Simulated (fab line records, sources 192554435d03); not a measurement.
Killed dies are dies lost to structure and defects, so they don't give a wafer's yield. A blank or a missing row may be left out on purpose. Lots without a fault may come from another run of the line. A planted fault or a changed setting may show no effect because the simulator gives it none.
fab line records | flow n5_finfet
record lots=6 wafers=18 last_day=17
route steps=1938 shown SDB@362 BEOL_M4@1111 PASSIVATION@1936
lots that met no fault: from a run of the same line without faults
start_h: hours from the record's first day to the start of the lot's first wafer shown | wait_h: hours since the lot's step before | " the same as in the row above | L1.1+2: a row that stands for several wafers | - no value, or no start given | * or withheld: withheld | < > ~ a bound
route shown NAME@n: a module of which the file shows steps, and the number in the route of the first | usual: mean/standard deviation of fault-free wafers | same: alike in all rows | chamber/n: place in a boat | sites: the reading at each site | _std_site: their standard deviation | _edge_site: outer sites' mean less inner sites' | radius_mm: how far each site lies from the wafer's centre | mask NAME#n: copy n | behind: the tool/chamber that last shaped the wafer | hold: why the lot was held/for how many hours/how that ended | device: the transistor (n, p or np) that didn't switch | end of line: the same wafers' tests at the end of the route | a step without rows: its recipe alone | killed: dies lost to structure and defects at the first sort, not the wafer's yield | map: a wafer's dies, x killed, . not, _ none there
set.NAME: the setting as run; set.NAME@STEP: as run at that earlier step | model.NAME: the simulator's own value behind a step, which no gauge read
lots at some steps of the route; a table a step, a row a wafer
services: from which hour (start_h, from the record's first day; less than 0 if before it) a tool's chamber was out of use, for how many hours, and why
## steps
# step N5_SDB_STRIP_19
# recipe chemistry=N2/H2 temp_c=40 n2_flow_sccm=200 h2_flow_sccm=200 rf_frequency_hz=6e+07
# step N5_SDB_STRIP_21
# recipe chemistry=CF4 resist=SiARC power_w=300 bias_power_w=75 pressure_mtorr=50 cf4_flow_sccm=150 rf_frequency_hz=6e+07
# usual drypump_motor_current_A=5.6/0.57 oes_product_au=0.81/0.09 rf_fwd_power_W=292.6/0.84 rf_vpp_V=271.2/1.4 showerhead_plenum_p_Torr=1.80/0.05 throttle_valve_pct=13.51/0.24
# columns lot.wafer tool chamber start_h wait_h drypump_motor_current_A oes_product_au rf_fwd_power_W rf_hours_counter_h rf_vpp_V showerhead_plenum_p_Torr throttle_valve_pct
L510.1 rie_diel-04 3 78.30 0.0 5.5 0.81 292.9 76 272.2 1.81 13.46
L510.4 " 2 " " 5.2 0.95 290.9 11 271.8 1.83 13.18
L510.5 " 3 " " 5.5 0.82 292.4 - 271.7 1.81 13.46
L514.2 rie_diel-06 1 104.55 0.0 5.3 0.68 293.5 249 272.8 1.83 13.98
L514.3 " 3 " " 5.0 0.73 292.7 196 270.5 1.78 13.77
L514.5 " 3 " " 5.0 0.72 292.7 - 271.4 1.78 13.77
L522.2 rie_diel-04 2 148.92 0.0 5.2 0.90 292.9 33 271.2 1.83 13.23
L522.5 " 0 " " 6.2 0.83 293.7 - 272.1 1.82 13.08
L522.6 " 1 " " 5.5 0.72 292.7 - 269.9 1.77 13.69
L523.1 rie_diel-06 0 157.18 0.0 5.8 0.71 292.6 196 270.0 1.78 13.62
L523.2 " 1 " " 5.3 0.91 292.7 9 271.8 1.83 13.44
L523.4 " 2 " " 6.1 0.86 292.6 33 270.1 1.75 13.36
L525.1 rie_diel-02 3 172.52 0.0 5.9 0.87 292.4 41 273.5 1.90 13.30
L525.3 " 1 " " 6.7 0.91 291.8 23 270.7 1.75 13.31
L525.4 " 2 " " 5.0 0.78 293.4 - 270.9 1.81 13.71
L529.3 rie_diel-02 1 196.91 0.0 6.7 0.89 292.7 32 271.1 1.75 13.31
L529.5 " 0 " " 5.0 0.92 291.5 - 273.2 1.91 13.36
L529.6 " 1 " " 6.7 0.89 292.4 - 271.2 1.75 13.30
# step N5_SDB_HM_OPEN_20
# recipe chemistry=CH3F/O2 target=SiNx mask_material=SOC target_depth_a=240 stop_on=poly-Si over_etch_frac=0.4 ion_energy_ev=120 pressure_mtorr=30 source_w=395 bias_w=73 Ar_flow_sccm=150 CH3F_flow_sccm=30 O2_flow_sccm=20
# usual drypump_motor_current_A=5.6/0.57 oes_f_703_au=0.82/0.088 oes_product_au=0.67/0.076 rf_fwd_power_W=392.5/1.5 rf_vpp_V=296.2/2.9 showerhead_plenum_p_Torr=2.01/0.058 throttle_valve_pct=16.28/0.22
# columns lot.wafer tool chamber start_h wait_h drypump_motor_current_A oes_f_703_au oes_product_au rf_fwd_power_W rf_hours_counter_h rf_vpp_V showerhead_plenum_p_Torr throttle_valve_pct
L510.1 rie_diel-04 3 78.32 0.0 5.5 0.82 0.67 391.2 76 300.6 2.03 16.28
L510.4 " 2 " " 5.1 0.98 0.78 393.7 11 296.2 2.05 15.97
L510.5 " 3 " " 5.5 0.83 0.67 391.8 - 301.7 2.03 16.28
L514.2 rie_diel-06 1 104.57 0.0 5.2 0.67 0.55 392.4 249 297.5 2.05 16.71
L514.3 " 3 " " 5.0 0.75 0.61 393.9 196 292.9 1.98 16.48
L514.5 " 3 " " 5.0 0.74 0.61 394.7 - 294.8 1.98 16.49
L522.2 rie_diel-04 2 148.94 0.0 5.2 0.93 0.75 394.0 33 296.6 2.04 16.05
L522.5 " 0 " " 6.2 0.84 0.71 390.5 - 302.3 2.04 15.85
L522.6 " 1 " " 5.5 0.74 0.61 393.4 - 294.3 1.98 16.44
L523.1 rie_diel-06 0 157.20 0.0 5.8 0.73 0.59 391.0 196 295.2 1.99 16.36
L523.2 " 1 " " 5.3 0.91 0.75 392.3 9 298.6 2.05 16.24
L523.4 " 2 " " 6.1 0.86 0.72 392.3 33 296.0 1.96 16.23
L525.1 rie_diel-02 3 172.54 0.0 5.9 0.88 0.72 392.2 41 301.8 2.12 16.05
L525.3 " 1 " " 6.7 0.92 0.75 391.4 23 291.4 1.95 16.07
L525.4 " 2 " " 4.9 0.81 0.67 390.5 - 295.4 2.01 16.44
L529.3 rie_diel-02 1 196.93 0.0 6.7 0.90 0.75 392.7 32 291.3 1.95 16.08
L529.5 " 0 " " 5.0 0.92 0.77 391.8 - 298.1 2.14 16.19
L529.6 " 1 " " 6.7 0.91 0.76 393.0 - 291.9 1.95 16.11
# step N5_SDB_STRIP_22
# recipe chemistry=N2/H2 power_w=1000 temp_c=250 h2_frac=0.65 overash_fraction=0.3 pressure_mtorr=withheld n2_flow_sccm=1750 h2_flow_sccm=3250
# usual drypump_motor_current_A=6.2/0.4 heater_power_w=337/21 oes_product_au=0.715/0.0043 strip_time_to_endpoint_s=96.4/0.33
# columns lot.wafer tool chamber start_h wait_h drypump_motor_current_A heater_power_w oes_product_au rf_hours_counter_h strip_time_to_endpoint_s
L510.1 plasma_asher-02 0 78.40 0.1 6.3 332 0.712 94 96.7
L510.4 " 0 " " 6.4 331 0.718 - 96.2
L510.5 " 1 " " 6.5 306 0.720 - 96.4
L514.2 plasma_asher-01 0 104.65 0.1 5.5 362 0.713 40 96.9
L514.3 " 0 " " 5.5 367 0.712 - 96.8
L514.5 " 1 " " 6.5 329 0.722 - 96.8
L522.2 plasma_asher-02 1 149.02 0.1 6.5 311 0.714 109 96.2
L522.5 " 1 " " 6.5 306 0.716 - 96.5
L522.6 " 0 " " 6.4 329 0.714 - 96.7
L523.1 plasma_asher-02 1 157.45 0.2 6.5 312 0.710 112 96.5
L523.2 " 0 " " 6.4 324 0.719 112 96.4
L523.4 " 1 " " 6.5 309 0.714 - 96.3
L525.1 plasma_asher-01 0 172.63 0.1 5.6 365 0.716 51 96.0
L525.3 " 0 " " 5.6 366 0.717 - 96.0
L525.4 " 1 " " 6.5 333 0.712 - 96.4
L529.3 plasma_asher-01 1 197.05 0.1 6.5 344 0.712 - 95.9
L529.5 " 1 " " 6.5 332 0.716 - 96.1
L529.6 " 0 " " 5.6 373 0.705 - 95.8
# step N5_SDB_PRECLEAN_23
# recipe chemistry=dHF time_s=30 temp_c=25 dilution=withheld
# step N5_SDB_DUMMY_REMOVE_24
# recipe chemistry=TMAH temp_c=70 target=poly-Si stop_on=SiO2 target_depth_nm=142 conc_wt_pct=5 time_s=57 dry=ipa_marangoni rinse_time_s=30 rinse_temp_c=23
# step N5_SDB_ETCH_25
# recipe chemistry=C4F6/O2 target=SiO2 target_depth_a=100 time_s=3.3 ion_energy_ev=250 mask_material=SiNx pressure_mtorr=30 source_w=345 bias_w=185 Ar_flow_sccm=300 C4F6_flow_sccm=10 O2_flow_sccm=10
# step N5_SDB_CUT_ETCH_26
# recipe chemistry=HBr/Cl2/O2 target=Si target_depth_a=1296 bt_time_s=20 mask_material=SiNx time_s=51.8 ion_energy_ev=* bias_w=* pressure_mtorr=10 icp_w=800 HBr_flow_sccm=150 Cl2_flow_sccm=80 O2_flow_sccm=12
# usual drypump_motor_current_A=5.6/0.46 mfc_cl2_sccm=79.97/0.28 oes_product_au=1.012/0.015 rf_fwd_power_W=* throttle_valve_pct=37.10/0.24
# columns lot.wafer tool chamber start_h wait_h drypump_motor_current_A mfc_cl2_sccm oes_product_au rf_fwd_power_W rf_hours_counter_h throttle_valve_pct
L510.1 rie_si-03 3 78.72 0.1 4.8 80.10 1.029 * 104 37.12
L510.4 " 0 " " 5.8 80.32 1.006 * 192 37.22
L510.5 " 1 " " 5.9 79.82 1.002 * - 36.71
L514.2 rie_si-04 0 105.33 0.1 5.2 80.08 1.020 * 37 37.10
L514.3 " 2 " " 5.6 79.93 1.020 * 141 36.97
L514.5 " 1 " " 5.6 80.34 1.019 * - 36.92
L522.2 rie_si-04 3 149.32 0.1 5.2 80.15 1.026 * 27 37.42
L522.5 " 3 " " 5.2 80.25 1.027 * - 37.42
L522.6 " 2 " " 5.6 80.30 1.022 * - 36.97
L523.1 rie_si-04 3 158.08 0.1 5.1 79.67 1.027 * 28 37.39
L523.2 " 1 " " 5.6 80.11 1.017 * 51 36.95
L523.4 " 2 " " 5.6 80.06 1.011 * 142 36.98
L525.1 rie_si-04 3 173.04 0.1 5.2 80.56 1.017 * 28 37.42
L525.3 " 0 " " 5.2 80.39 1.023 * 38 37.09
L525.4 " 1 " " 5.6 80.23 1.025 * 51 36.93
L529.3 rie_si-01 0 197.31 0.1 5.4 79.49 0.991 * 100 36.70
L529.5 " 1 " " 6.3 79.62 1.012 * - 37.51
L529.6 " 0 " " 5.4 80.07 0.992 * - 36.68
# step N5_SDB_PRECLEAN_38
# recipe chemistry=dHF time_s=10 dilution=750:1 temp_c=25
# step N5_SDB_PRECLEAN_39
# recipe chemistry=O3/DIW time_s=45 temp_c=22 o3_ppm=10
# step N5_SDB_SRD_28
# recipe dry=ipa_marangoni time_s=30 temp_c=23 rinse_liquid=diw
# step N5_SDB_ALD_29
# recipe material=SiNx target_thk_a=300 temp_c=400 ald_precursor_family=SiH2I2 ald_co_reactant=N2/H2-plasma pulse_time_s=1 ald_cycles=600 purge_time_s=2 co_reactant_purge_time_s=2 pressure_torr=2
# usual chamber_pressure_Torr=2.001/0.0048 heater_power_w=880/79 precursor_pulse_height_rel=1.006/0.019
# columns lot.wafer tool chamber start_h wait_h chamber_pressure_Torr heater_power_w precursor_pulse_height_rel
L510.1 ald_sin-03 2 79.50 0.6 2.005 887 0.999
L510.4 " 1 " " 2.008 858 1.005
L510.5 " 1 80.86 2.0 2.005 853 1.002
L514.2 ald_sin-03 0 105.72 0.2 1.999 797 1.027
L514.3 " 3 " " 2.000 1020 0.989
L514.5 " 3 107.07 1.6 1.996 1037 1.009
L522.2 ald_sin-01 1 153.13 3.7 2.006 721 0.998
L522.5 " 3 154.48 5.0 1.996 895 1.013
L522.6 " 0 " " 1.994 885 1.037
L523.1 ald_sin-01 1 158.68 0.4 2.008 693 0.993
L523.2 " 3 " " 2.006 879 1.000
L523.4 " 2 " " 1.994 860 0.992
L525.1 ald_sin-01 2 173.25 0.1 2.010 831 1.013
L525.3 " 0 " " 2.005 917 1.009
L525.4 " 3 " " 2.002 891 1.013
L529.3 ald_sin-04 2 197.49 0.0 1.996 898 1.041
L529.5 " 1 198.84 1.4 1.999 930 0.996
L529.6 " 3 " " 2.003 874 1.012
# step N5_SDB_CMP_30
# recipe stop_on=poly-Si t_overpolish_s=1.54 post_cmp_clean=alkaline_brush down_force_psi=4.1491 platen_rpm=51.796 pad_velocity_m_s=1.0306 target_thk_nm=30
# usual edge_zone_pressure_frac=1.001/0.0052 head_pressure_psi=4.149/0.009 motor_current_A=13.0/1.4 overpolish_run_s=1.540/0.0095 retaining_ring_pressure_frac=1.001/0.0052 time_to_endpoint_s=17.3/1.9
# columns lot.wafer tool chamber start_h wait_h edge_zone_pressure_frac head_pressure_psi motor_current_A overpolish_run_s retaining_ring_pressure_frac time_to_endpoint_s model.SiNx_of_SDB_HM_DEP_00.thk_nm model.a-Si_of_DUMMY_GATE_CVD_03.thk_nm
L510.4 cmp-02 1 82.24 1.4 0.995 4.139 12.3 1.539 0.998 15.5 0 63.2
L510.1 " 0 " " 1.001 4.156 13.8 1.544 0.992 16.6 0 64.2
L510.5 " 2 " " 1.001 4.145 12.8 1.538 1.001 16.7 0 63.8
L514.3 cmp-01 1 108.53 1.5 1.003 4.160 13.3 1.536 1.003 20.5 0 66.2
L514.2 " 2 " " 0.998 4.148 10.8 1.527 0.999 20.5 0 65.8
L514.5 " 0 " " 0.997 4.155 12.2 1.522 1.003 20.0 0 65.6
L522.2 cmp-02 3 155.98 1.5 - - - - - - 22.2 70.2
L522.5 " 0 " " - - - - - - 22.8 69.4
L522.6 " 1 " " - - - - - - 23 69
L523.2 cmp-02 0 161.45 1.4 - - - - - - 21 69.8
L523.4 " 1 " " - - - - - - 22.2 71
L523.1 " 2 " " - - - - - - 21.8 70
L525.4 cmp-01 3 175.98 1.4 0.998 4.143 12.3 1.541 1.002 15.3 0 63.6
L525.3 " 0 " " 0.993 4.147 11.9 1.525 1.006 13.3 0 62.6
L525.1 " 2 " " 1.001 4.137 11.2 1.547 1.004 14.7 0 62.2
L529.3 cmp-01 0 200.26 1.4 1.002 4.157 12.0 1.530 0.998 17.5 0 64.6
L529.5 " 3 " " 1.001 4.140 11.9 1.545 1.004 15.8 0 64.8
L529.6 " 0 " " 1.003 4.149 11.7 1.542 1.001 17.2 0 64
# step N5_SDB_THK_MEAS_31
# recipe reads=a-Si_of_DUMMY_GATE_CVD_03
# usual SDB_THK=64.6/1
# columns lot.wafer tool chamber start_h wait_h SDB_THK[nm]
L510.1 film_metro-01 - 82.53 - 64.3
L510.4 " - " " 63.2
L510.5 " - " " 63.8
L514.2 film_metro-01 - 108.75 - 65.7
L514.3 " - " " 66.2
L514.5 " - " " 65.6
L522.2 film_metro-02 - 156.16 0.1 70.2
L522.5 " - " " 69.5
L522.6 " - " " 69.0
L523.1 film_metro-01 - 161.71 0.1 70.1
L523.2 " - " " 69.9
L523.4 " - " " 71.2
L525.1 film_metro-01 - 176.28 - 62.1
L525.3 " - " " 62.6
L525.4 " - " " 63.7
L529.3 film_metro-01 - 200.52 - 64.6
L529.5 " - " " 64.8
L529.6 " - " " 64.0
# step N5_SDB_INSPECT_36
# recipe inspect_instrument=darkfield mode=post_cmp
# usual raw_defect_count=35/14
# columns lot.wafer tool chamber start_h wait_h raw_defect_count
L510.1 defect_inspect-02 - 82.56 0.0 39
L510.4 " - " " 47
L510.5 " - " " 32
L514.2 defect_inspect-01 - 108.77 0.0 13
L514.3 " - " " 28
L514.5 " - " " 20
L522.2 defect_inspect-02 - 156.19 0.0 49
L522.5 " - " " 59
L522.6 " - " " 74
L523.1 defect_inspect-01 - 161.73 0.0 39
L523.2 " - " " 27
L523.4 " - " " 47
L525.1 defect_inspect-01 - 176.31 0.0 39
L525.3 " - " " 38
L525.4 " - " " 40
L529.3 defect_inspect-02 - 200.55 0.0 29
L529.5 " - " " 40
L529.6 " - " " 31
# step N5_BEOL_M4_RC_MEAS_101
# usual DIBL_N=36.4/1.4 DIBL_P=36.3/1.5 IOFF_N=0.162/0.023 IOFF_P=0.211/0.027 ION_N=676/9.7 ION_P=463/6.4 SS_N=71.5/0.5 SS_P=73.3/0.6 VT_N=249.3/2.5 VT_P=-249.9/2.8
# columns lot.wafer tool chamber start_h wait_h DIBL_N[mV/V] DIBL_P[mV/V] IOFF_N[nA/um] IOFF_P[nA/um] ION_N[uA/um] ION_P[uA/um] SS_N[mV/dec] SS_P[mV/dec] VT_N[mV] VT_P[mV]
L510.1 prober-02 0 173.55 0.0 35.1 33.4 0.136 0.177 674 463 70.7 72.5 250.0 -251.0
L510.4 " 0 " " 34.5 33.2 0.129 0.177 678 470 71.0 72.2 249.5 -249.8
L510.5 " 0 " " 37.4 37.0 0.182 0.226 697 478 71.5 73.4 248.2 -248.1
L514.2 prober-02 0 197.16 0.2 36.2 37.5 0.181 0.278 686 482 71.7 73.3 245.4 -242.9
L514.3 " 0 " " 35.0 35.9 0.157 0.244 681 480 71.5 74.3 248.8 -244.8
L514.5 " 0 " " 35.0 35.9 0.163 0.250 684 477 71.6 73.4 247.3 -241.1
L525.1 prober-02 0 262.61 0.0 35.9 36.8 0.143 0.198 666 455 71.4 73.4 252.8 -253.1
L525.3 " 0 " " 35.8 35.1 0.135 0.181 669 455 70.7 73.1 252.3 -253.9
L525.4 " 0 " " 33.5 33.3 0.108 0.151 669 456 70.8 72.1 255.3 -254.6
L529.3 prober-01 0 294.83 0.3 35.4 34.4 0.141 0.170 675 453 71.5 73.7 251.5 -251.6
L529.5 " 0 " " 36.8 36.8 0.172 0.209 687 469 71.3 73.9 247.1 -252.0
L529.6 " 0 " " 36.2 35.4 0.151 0.192 677 461 72.4 73.4 251.4 -248.6
# step N5_PASSIVATION_PROBE_49
# usual killed_at_M0_to_M3=33/8.9 killed_at_M4_up=15/5.4 killed_at_contacts=13/5.8 killed_at_front_end=39/9.9 killed_at_other=3.2/2.9 killed_dies=102/15 killed_on_rim=13/3.7 killed_open=68/12 killed_short=34/7.6
# same gross_dies=1180 killed_at_back_side=0
# columns lot.wafer tool chamber start_h wait_h killed_at_M0_to_M3 killed_at_M4_up killed_at_contacts killed_at_front_end killed_at_other killed_dies killed_on_rim killed_open killed_short
L510.1 prober-02 - 268.56 0.0 36 17 17 30 0 100 15 65 35
L510.4 prober-02 - 268.71 0.2 35 11 12 34 4 96 9 64 32
L510.5 prober-02 - 268.76 0.2 19 16 21 39 0 95 16 67 28
L522.2 prober-02 - 357.25 0.1 34 16 8 1118 4 1180 152 53 44
L522.5 prober-02 - 357.40 0.2 20 19 6 1125 10 1180 152 50 40
L522.6 prober-02 - 357.45 0.3 24 19 6 1129 2 1180 152 50 35
L523.1 prober-02 - 360.21 0.0 39 25 5 1111 0 1180 152 69 61
L523.2 prober-02 - 360.26 0.1 30 16 9 1124 1 1180 152 61 40
L523.4 prober-02 - 360.36 0.2 32 19 13 1116 0 1180 152 75 35
L525.1 prober-02 - 364.73 0.0 39 12 20 55 3 129 12 82 46
L525.3 prober-02 - 364.83 0.1 51 13 11 44 0 119 19 82 36
# killed by level:class
L510.1 MOL_CONTACT_COAG:geometric_particle:open=13 BEOL_M2:geometric_particle:open=11 BEOL_M0:geometric_particle:open=9 BEOL_M4:geometric_particle:open=6 STI_FIN_REVEAL:geometric_particle:open=4 STARTING-WAFER:geometric_particle:short=4 DUMMY_GATE:geometric_particle:short=4 MOL_CONTACT_COAG:geometric_particle:short=4
L510.4 BEOL_M0_SAQP:geometric_particle:short=10 STI_FIN_REVEAL:geometric_particle:open=9 DUMMY_GATE:geometric_particle:open=9 BEOL_M0_SAQP:geometric_particle:open=9 MOL_CONTACT_COAG:geometric_particle:open=8 BEOL_M4:geometric_particle:open=7 FIN_SAQP:geometric_particle:short=4 MOL_CONTACT_COAG:geometric_particle:short=4
L510.5 MOL_CONTACT_COAG:geometric_particle:open=16 STI_FIN_REVEAL:geometric_particle:open=10 FIN_SAQP:geometric_particle:short=8 BEOL_M4:geometric_particle:open=8 MOL_CONTACT_COAG:geometric_particle:short=5 BEOL_M1:geometric_particle:open=5 BEOL_M3:geometric_particle:open=5 FIN_SAQP:geometric_particle:open=4
L522.2 SDB:area_cmp=1081 BEOL_M0_SAQP:geometric_particle:short=11 FIN_SAQP:geometric_particle:short=8 MOL_CONTACT_COAG:geometric_particle:open=7 GATE_CUT:geometric_particle:short=6 BEOL_M4:geometric_particle:open=6 GATE_CUT:geometric_particle:open=5 STI_FIN_REVEAL:geometric_particle:open=4
L522.5 SDB:area_cmp=1090 GATE_CUT:geometric_particle:short=7 MOL_CONTACT_COAG:geometric_particle:open=6 BEOL_M1:geometric_particle:short=6 BEOL_M4:geometric_particle:open=6 BEOL_M0_SAQP:geometric_particle:short=5 FIN_SAQP:geometric_particle:open=4 FIN_SAQP:geometric_particle:short=4
L522.6 SDB:area_cmp=1095 GATE_CUT:geometric_particle:short=7 GATE_CUT:geometric_particle:open=7 BEOL_M0_SAQP:geometric_particle:short=7 BEOL_M0_SAQP:geometric_particle:open=5 BEOL_M4:geometric_particle:open=5 BEOL_M5:geometric_particle:open=5 FIN_SAQP:geometric_particle:short=4
L523.1 SDB:area_cmp=1050 FIN_SAQP:geometric_particle:short=25 BEOL_M4:geometric_particle:open=17 STI_FIN_REVEAL:geometric_particle:open=11 BEOL_M0_SAQP:geometric_particle:short=10 BEOL_M1:geometric_particle:open=10 FIN_SAQP:geometric_particle:open=7 BEOL_M0_SAQP:geometric_particle:open=6
L523.2 SDB:area_cmp=1078 FIN_SAQP:geometric_particle:short=13 GATE_CUT:geometric_particle:short=12 FIN_SAQP:geometric_particle:open=10 BEOL_M0_SAQP:geometric_particle:open=9 BEOL_M0_SAQP:geometric_particle:short=8 MOL_CONTACT_COAG:geometric_particle:open=6 GATE_CUT:geometric_particle:open=5
L523.4 SDB:area_cmp=1070 STI_FIN_REVEAL:geometric_particle:open=13 MOL_CONTACT_COAG:geometric_particle:open=10 BEOL_M4:geometric_particle:open=10 BEOL_M2:geometric_particle:open=9 FIN_SAQP:geometric_particle:open=8 FIN_SAQP:geometric_particle:short=7 BEOL_M1:geometric_particle:open=6
L525.1 MOL_CONTACT_COAG:geometric_particle:open=12 FIN_SAQP:geometric_particle:open=10 STI_FIN_REVEAL:geometric_particle:open=10 MOL_CONTACT_COAG:geometric_particle:short=8 GATE_CUT:geometric_particle:short=7 BEOL_M0_SAQP:geometric_particle:short=7 BEOL_M1:geometric_particle:open=7 FIN_SAQP:geometric_particle:short=6
L525.3 BEOL_M3:geometric_particle:open=17 BEOL_M0_SAQP:geometric_particle:short=12 BEOL_M1:geometric_particle:open=9 BEOL_M0_SAQP:geometric_particle:open=9 FIN_SAQP:geometric_particle:short=7 MOL_CONTACT_COAG:geometric_particle:open=7 FIN_SAQP:geometric_particle:open=6 BEOL_M4:geometric_particle:open=6
# map L522.2 (x killed, . not)
_________________xxxxxxxxxxxx________________
______________xxxxxxxxxxxxxxxxxx_____________
___________xxxxxxxxxxxxxxxxxxxxxxxx__________
__________xxxxxxxxxxxxxxxxxxxxxxxxxx_________
________xxxxxxxxxxxxxxxxxxxxxxxxxxxxxx_______
_______xxxxxxxxxxxxxxxxxxxxxxxxxxxxxxxx______
______xxxxxxxxxxxxxxxxxxxxxxxxxxxxxxxxxx_____
_____xxxxxxxxxxxxxxxxxxxxxxxxxxxxxxxxxxxx____
____xxxxxxxxxxxxxxxxxxxxxxxxxxxxxxxxxxxxxx___
___xxxxxxxxxxxxxxxxxxxxxxxxxxxxxxxxxxxxxxxx__
___xxxxxxxxxxxxxxxxxxxxxxxxxxxxxxxxxxxxxxxx__
__xxxxxxxxxxxxxxxxxxxxxxxxxxxxxxxxxxxxxxxxxx_
__xxxxxxxxxxxxxxxxxxxxxxxxxxxxxxxxxxxxxxxxxx_
_xxxxxxxxxxxxxxxxxxxxxxxxxxxxxxxxxxxxxxxxxxxx
_xxxxxxxxxxxxxxxxxxxxxxxxxxxxxxxxxxxxxxxxxxxx
_xxxxxxxxxxxxxxxxxxxxxxxxxxxxxxxxxxxxxxxxxxxx
_xxxxxxxxxxxxxxxxxxxxxxxxxxxxxxxxxxxxxxxxxxxx
_xxxxxxxxxxxxxxxxxxxxxxxxxxxxxxxxxxxxxxxxxxxx
_xxxxxxxxxxxxxxxxxxxxxxxxxxxxxxxxxxxxxxxxxxxx
_xxxxxxxxxxxxxxxxxxxxxxxxxxxxxxxxxxxxxxxxxxxx
_xxxxxxxxxxxxxxxxxxxxxxxxxxxxxxxxxxxxxxxxxxxx
__xxxxxxxxxxxxxxxxxxxxxxxxxxxxxxxxxxxxxxxxxx_
__xxxxxxxxxxxxxxxxxxxxxxxxxxxxxxxxxxxxxxxxxx_
___xxxxxxxxxxxxxxxxxxxxxxxxxxxxxxxxxxxxxxxx__
___xxxxxxxxxxxxxxxxxxxxxxxxxxxxxxxxxxxxxxxx__
____xxxxxxxxxxxxxxxxxxxxxxxxxxxxxxxxxxxxxx___
_____xxxxxxxxxxxxxxxxxxxxxxxxxxxxxxxxxxxx____
______xxxxxxxxxxxxxxxxxxxxxxxxxxxxxxxxxx_____
_______xxxxxxxxxxxxxxxxxxxxxxxxxxxxxxxx______
________xxxxxxxxxxxxxxxxxxxxxxxxxxxxxx_______
__________xxxxxxxxxxxxxxxxxxxxxxxxxx_________
___________xxxxxxxxxxxxxxxxxxxxxxxx__________
______________xxxxxxxxxxxxxxxxxx_____________
_________________xxxxxxxxxxxx________________
# map L523.1 (x killed, . not)
_________________xxxxxxxxxxxx________________
______________xxxxxxxxxxxxxxxxxx_____________
___________xxxxxxxxxxxxxxxxxxxxxxxx__________
__________xxxxxxxxxxxxxxxxxxxxxxxxxx_________
________xxxxxxxxxxxxxxxxxxxxxxxxxxxxxx_______
_______xxxxxxxxxxxxxxxxxxxxxxxxxxxxxxxx______
______xxxxxxxxxxxxxxxxxxxxxxxxxxxxxxxxxx_____
_____xxxxxxxxxxxxxxxxxxxxxxxxxxxxxxxxxxxx____
____xxxxxxxxxxxxxxxxxxxxxxxxxxxxxxxxxxxxxx___
___xxxxxxxxxxxxxxxxxxxxxxxxxxxxxxxxxxxxxxxx__
___xxxxxxxxxxxxxxxxxxxxxxxxxxxxxxxxxxxxxxxx__
__xxxxxxxxxxxxxxxxxxxxxxxxxxxxxxxxxxxxxxxxxx_
__xxxxxxxxxxxxxxxxxxxxxxxxxxxxxxxxxxxxxxxxxx_
_xxxxxxxxxxxxxxxxxxxxxxxxxxxxxxxxxxxxxxxxxxxx
_xxxxxxxxxxxxxxxxxxxxxxxxxxxxxxxxxxxxxxxxxxxx
_xxxxxxxxxxxxxxxxxxxxxxxxxxxxxxxxxxxxxxxxxxxx
_xxxxxxxxxxxxxxxxxxxxxxxxxxxxxxxxxxxxxxxxxxxx
_xxxxxxxxxxxxxxxxxxxxxxxxxxxxxxxxxxxxxxxxxxxx
_xxxxxxxxxxxxxxxxxxxxxxxxxxxxxxxxxxxxxxxxxxxx
_xxxxxxxxxxxxxxxxxxxxxxxxxxxxxxxxxxxxxxxxxxxx
_xxxxxxxxxxxxxxxxxxxxxxxxxxxxxxxxxxxxxxxxxxxx
__xxxxxxxxxxxxxxxxxxxxxxxxxxxxxxxxxxxxxxxxxx_
__xxxxxxxxxxxxxxxxxxxxxxxxxxxxxxxxxxxxxxxxxx_
___xxxxxxxxxxxxxxxxxxxxxxxxxxxxxxxxxxxxxxxx__
___xxxxxxxxxxxxxxxxxxxxxxxxxxxxxxxxxxxxxxxx__
____xxxxxxxxxxxxxxxxxxxxxxxxxxxxxxxxxxxxxx___
_____xxxxxxxxxxxxxxxxxxxxxxxxxxxxxxxxxxxx____
______xxxxxxxxxxxxxxxxxxxxxxxxxxxxxxxxxx_____
_______xxxxxxxxxxxxxxxxxxxxxxxxxxxxxxxx______
________xxxxxxxxxxxxxxxxxxxxxxxxxxxxxx_______
__________xxxxxxxxxxxxxxxxxxxxxxxxxx_________
___________xxxxxxxxxxxxxxxxxxxxxxxx__________
______________xxxxxxxxxxxxxxxxxx_____________
_________________xxxxxxxxxxxx________________
## services
# columns tool chamber start_h hours kind
rie_si-03 - 54.70 14.6 pm
rie_si-04 - 56.83 10.6 repair
rie_diel-06 - 60.80 0.3 repair
ald_sin-04 - 73.66 6.1 pm
cmp-01 - 86.56 0.9 repair
ald_sin-03 - 87.07 14.0 pm
cmp-01 - 96.03 3.6 repair
ald_sin-04 0 102.95 12.7 repair
rie_diel-04 1 107.47 3.4 repair
cmp-01 - 129.65 4.0 pm
cmp-01 - 137.34 3.7 repair
ald_sin-03 1 141.84 10.6 repair
plasma_asher-01 - 142.48 15.6 pm
cmp-02 - 144.15 2.5 repair
ald_sin-03 - 144.84 14.6 pm
rie_diel-06 - 153.59 1.2 repair
cmp-02 - 156.20 0.8 repair
cmp-01 - 167.41 5.2 pm
ald_sin-03 - 167.85 0.5 repair
plasma_asher-02 - 169.97 4.1 repair
cmp-01 - 173.97 1.1 repair
rie_diel-06 1 175.24 16.7 repair
ald_sin-01 - 178.65 14.0 pm
rie_diel-02 3 196.56 2.4 repair
## key
first_sign step=N5_SDB_CMP_30 reading=tool_record direction=missing
effect step=N5_SDB_THK_MEAS_31 reading=SDB_THK direction=up sigmas=5.2 usual=64.6 struck=70.0
effect step=N5_PASSIVATION_PROBE_49 reading=killed_at_front_end direction=up sigmas=99+ usual=39 struck=1120
model_effect step=N5_SDB_CMP_30 value=SiNx_of_SDB_HM_DEP_00.thk_nm without=0 struck=22.17
more_kills_born_at N5_SDB_CMP_30@cmp-02=6464
met_at N5_SDB_CMP_30
struck_wafers L522.2,L522.5,L522.6,L523.1,L523.2,L523.4
later_rows_left_out L522.2,L522.5,L522.6,L523.1,L523.2,L523.4
tester_left_out L522,L523
onset_between 82.24 155.98
fault kind=skipped_step_whole tool=cmp-02 chamber=- onset_h=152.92 steps=N5_SDB_CMP_30 scope=struck_lots_only
# tester_left_out: of these lots the tester's yield and bins aren't shown, on N5 and GAA mostly nor the transistor test; their killed dies are dies lost to structure and defects alone, not to doping, threshold or leakage, so they don't give the yield
# later_rows_left_out: the simulator's readings of these wafers behind a module that went badly wrong aren't trusted and aren't shown, but for the sort
